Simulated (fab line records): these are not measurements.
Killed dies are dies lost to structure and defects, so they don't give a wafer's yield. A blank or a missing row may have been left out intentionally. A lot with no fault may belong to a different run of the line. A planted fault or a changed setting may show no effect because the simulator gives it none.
Comparing a struck lot with a sound one	flow n5_finfet	37 out of 1938 route steps
Sound: these wafers, L836.1, L836.4, L836.5. Struck: wafer L845.4 (left out: L845.3, L845.5 of the same lot, which were not struck); the cause appears at the end.
Per side, at each step with rows, come the tool, then ch with its chambers, and then its first start. Under that, the readings that differ: sound wafers	struck wafers	difference of the means	sigmas: that difference in standard deviations of wafers without a fault.
alike: a reading whose means differ by less than 2 such deviations, as well as words and numbers matching on both sides. not compared: withheld readings; readings where some wafer has no value; bounds like >300 that might hide an equal value; numbers whose values overlap and for which the record gives no deviation.
Wherever a step has rows on one side only, a row that says differs or no value, or a row with sigmas, the two part there. Numbers that have no deviation but don't overlap get no sigmas and don't part them. A reading that every wafer of one side lacks parts them only if that side has two wafers or more.

first, 9 steps without rows for these wafers: N5_BEOL_M1_ANNEAL_95 (time 240 s); N5_BEOL_M1_SPUTTER_96 (material Cu, target thk 4.5 nm, time 8.29 s); N5_BEOL_M1_ECD_50 (material Cu, target thk 300 nm); N5_BEOL_M1_ANNEAL_51 (time 90 s); N5_BEOL_M1_CMP_52 (polishes, stops on SiOC, t overpolish 6.8 s, target thk 40 nm); N5_BEOL_M1_PRE_CLEAN_60 (time 15 s); N5_BEOL_M1_CO_CAP_55 (material Co, precursor CCTBA/H2, target thk 2 nm, time 102.1 s); N5_BEOL_M1_PRE_CLEAN_56 (time 15 s); N5_BEOL_M1_DEP_57 (deposits SiCN from 3MS/NH3, target thk 8 nm, time 14 s).
N5_BEOL_M2_ILD_DEP_00: deposits SiOC from DEMS/O2, target thk 79 nm, time 15.3 s.
  sound on pecvd-01 ch 0,1, day 8 02:59; struck on pecvd-01 ch 1, day 10 04:47
reading	sound	struck	difference	sigmas
model.SiOC_of_BEOL_M2_ILD_DEP_00.thk_nm (nm)	77 80.2 77.6	88.8	+10.5	
  alike: heater_power_w, rf_fwd_power_W, showerhead_plenum_p_Torr, throttle_valve_pct
N5_BEOL_M2_THK_MEAS_01:
  sound on film_metro-01 at day 8 03:04; struck on film_metro-01 at day 10 04:50
reading	sound	struck	difference	sigmas
M2_ILD_THK (nm)	77.0 80.3 77.6	88.8	+10.5	+10
then, 24 steps without rows for these wafers: N5_BEOL_M2_PECVD_72 (deposits SiO2 from TEOS/O2, target thk 16 nm, time 18 s); N5_BEOL_M2_HM_DEP_02 (deposits TiN, target thk 20 nm); N5_BEOL_M2_COAT_61 (time 60 s, resist thk 60 nm); N5_BEOL_M2_COAT_62 (time 60 s, resist thk 12 nm); N5_BEOL_M2_COAT_73 (time 60 s, resist thk 5 nm); N5_BEOL_M2_COAT_05 (resist thk 30 nm); N5_BEOL_M2_EBR_07; N5_BEOL_M2_SOFTBAKE_06 (time 60 s); N5_BEOL_M2_EXPOSE_08 (exposes mask M2); N5_BEOL_M2_PEB_09 (peb time 60 s); N5_BEOL_M2_DEVELOP_10 (develop time 30 s); N5_BEOL_M2_DESCUM_16 (chemistry O2, time 7 s); N5_BEOL_M2_ETCH_74 (etches underlayer in N2/H2, target depth 6.5 nm, time 5.2 s); N5_BEOL_M2_ETCH_63 (etches SiARC in CF4, target depth 15.6 nm, time 26 s); N5_BEOL_M2_ETCH_64 (etches SOC in N2/H2, target depth 75 nm, overetch 22.5 nm, time 121.9 s); N5_BEOL_M2_STRIP_65 (strips in N2/H2); N5_BEOL_M2_STRIP_75 (strips in N2/H2); N5_BEOL_M2_STRIP_66 (strips in CF4); N5_BEOL_M2_HM_OPEN_17 (chemistry Cl2/BCl3, target TiN, target depth 20 nm, overetch 6 nm); N5_BEOL_M2_STRIP_19 (strips in O2); N5_BEOL_M2_COAT_67 (time 60 s, resist thk 60 nm); N5_BEOL_M2_COAT_68 (time 60 s, resist thk 12 nm); N5_BEOL_M2_COAT_76 (time 60 s, resist thk 5 nm); N5_BEOL_M2_COAT_22 (resist thk 30 nm).
N5_BEOL_M2_CMP_52: polishes, stops on SiOC, t overpolish 6.8 s, target thk 40 nm.
  sound on cmp-02 ch 1,2,3, day 8 13:56; struck on cmp-02 ch 3, day 10 20:38
reading	sound	struck	difference	sigmas
model.SiOC_of_BEOL_M2_ILD_DEP_00.thk_nm (nm)	74 77.2 74.6	85.8	+10.5	
  alike: motor_current_A
N5_BEOL_M4_RC_MEAS_101:
  sound on prober-02 ch 0, day 9 13:59; struck on prober-02 ch 0, day 12 00:52
reading	sound	struck	difference	sigmas
DIBL_N (mV/V)	36.8 34.4 36.6	32.4	-3.5	-2
  alike: DIBL_P, IOFF_N, IOFF_P, ION_N, ION_P, SS_N, SS_P, VT_N, VT_P

## WHERE THEY PART
Last at N5_BEOL_M4_RC_MEAS_101 as far as this record goes, first at N5_BEOL_M2_THK_MEAS_01.

WHY: what had been put in by the simulator
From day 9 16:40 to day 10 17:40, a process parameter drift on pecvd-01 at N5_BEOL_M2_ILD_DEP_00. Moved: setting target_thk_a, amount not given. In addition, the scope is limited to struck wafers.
